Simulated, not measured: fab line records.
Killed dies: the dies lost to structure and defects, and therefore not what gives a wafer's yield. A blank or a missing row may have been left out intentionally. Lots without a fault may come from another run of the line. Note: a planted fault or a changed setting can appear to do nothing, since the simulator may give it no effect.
Matching of chambers	flow n5 finfet	N5_BEOL_M11_CURE_72 on uv cure-02 has 3 sister chambers
The step cures SiCOH lowk, time 120 s. 6 wafers are shown with their chamber, then 12 later ones without.

WAFERS PAIRED WITH THEIR CHAMBERS
wafer	chamber	wafer_temp_C_max	lamp power pct (%)
L078.2	0	372.2	52.32
L078.5	0	371.9	52.34
L084.5	1	372.8	52.32
L084.6	1	372.3	52.35
L087.4	2	371.2	52.22
L087.5	2	371.8	52.33

WAFERS WHOSE CHAMBER IS MISSING
wafer	wafer_temp_C_max	lamp power pct (%)
L091.1	372.1	52.28
L091.4	372.9	52.39
L091.5	372.7	52.33
L092.4	372.1	52.32
L092.5	371.4	52.34
L092.6	371.4	52.35
L094.1	371.7	52.28
L094.4	372.3	52.30
L094.5	371.6	52.29
L095.2	372.2	52.28
L095.4	371.6	52.25
L095.6	371.5	52.34

EACH ONE'S CHAMBER
wafer	from the rows above	in truth
L091.1	can't be placed: 0 or 1 or 2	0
L091.4	can't be placed: 1 or 0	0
L091.5	can't be placed: 1 or 0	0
L092.4	can't be placed: 0 or 1 or 2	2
L092.5	can't be placed: 2 or 0 or 1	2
L092.6	can't be placed: 2 or 0 or 1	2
L094.1	can't be placed: 2 or 0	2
L094.4	can't be placed: 0 or 1 or 2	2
L094.5	can't be placed: 2 or 0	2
L095.2	can't be placed: 0 or 1 or 2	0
L095.4	can't be placed: 2 or 0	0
L095.6	can't be placed: 2 or 0 or 1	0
Correct placement for 0 of the 12. Can't be placed from these rows: 12 (the true chamber is among the candidates in 12). Number placed wrongly: 0.
How it was worked out, from the rows above alone: a wafer's distance from a chamber is the root of the sum, over the readings, of the square of ((its reading less the chamber's mean) divided by the reading's scatter). If the next closest chamber is less than 2 further off than the closest, the wafer can't be placed; otherwise it belongs to the closest. Each chamber's mean is taken over the wafers shown for it. The scatter: take each reading less its chamber's mean, square it, sum over the shown wafers, divide by the number of wafers less the number of chambers, and take the root.
